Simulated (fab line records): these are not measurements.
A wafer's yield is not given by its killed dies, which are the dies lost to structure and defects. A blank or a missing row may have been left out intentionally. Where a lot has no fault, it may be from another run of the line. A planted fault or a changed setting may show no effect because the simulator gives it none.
Chamber matching | flow n5-finfet | N5_PMOS_HMC_CHANNEL_EPI_FIN_RECESS_16 on rie-si-06 has 4 sister chambers
The step chemistry HBr/Cl2, target Si, target depth 54 nm, time 18 s. 8 wafers are shown with their chamber, then 7 later ones without.

== WAFERS PAIRED WITH THEIR CHAMBERS ==
wafer  | chamber | throttle-valve-pct (%) | drypump-motor-current-A (A)
L698.2 | 1       | 35.25                  | 5.6
L703.2 | 3       | 35.45                  | 5.7
L703.5 | 0       | 35.32                  | 5.9
L705.3 | 1       | 35.25                  | 5.6
L705.5 | 3       | 35.43                  | 5.6
L705.6 | 0       | 35.33                  | 5.9
L706.1 | 2       | 35.38                  | 5.3
L706.5 | 2       | 35.38                  | 5.2

== WAFERS WITH NO CHAMBER GIVEN ==
wafer  | throttle-valve-pct (%) | drypump-motor-current-A (A)
L706.6 | 35.32                  | 5.9
L707.3 | 35.32                  | 5.9
L707.5 | 35.24                  | 5.6
L707.6 | 35.33                  | 5.9
L719.1 | 35.45                  | 5.7
L719.3 | 35.24                  | 5.6
L719.6 | 35.33                  | 5.9

== WHICH CHAMBER EACH ONE RAN IN ==
wafer  | from the rows above | in truth
L706.6 | 0                   | 0
L707.3 | 0                   | 0
L707.5 | 1                   | 1
L707.6 | 0                   | 0
L719.1 | 3                   | 3
L719.3 | 1                   | 1
L719.6 | 0                   | 0
Correct placement for 7 of the 7. Left unplaced by these rows: 0. Number placed wrongly: 0.
How it was worked out, from the rows above alone: a wafer's distance from a chamber is the root of the sum, over the readings, of the square of ((its reading less the chamber's mean) divided by the reading's scatter). If the next closest chamber is less than 2 further off than the closest, the wafer can't be placed; otherwise it belongs to the closest. For every chamber, the mean is computed from those of its wafers that are shown. How the scatter is found: for the shown wafers, subtract from each reading the mean of its chamber, square and add these, divide the total by (wafers less chambers), then take the root.
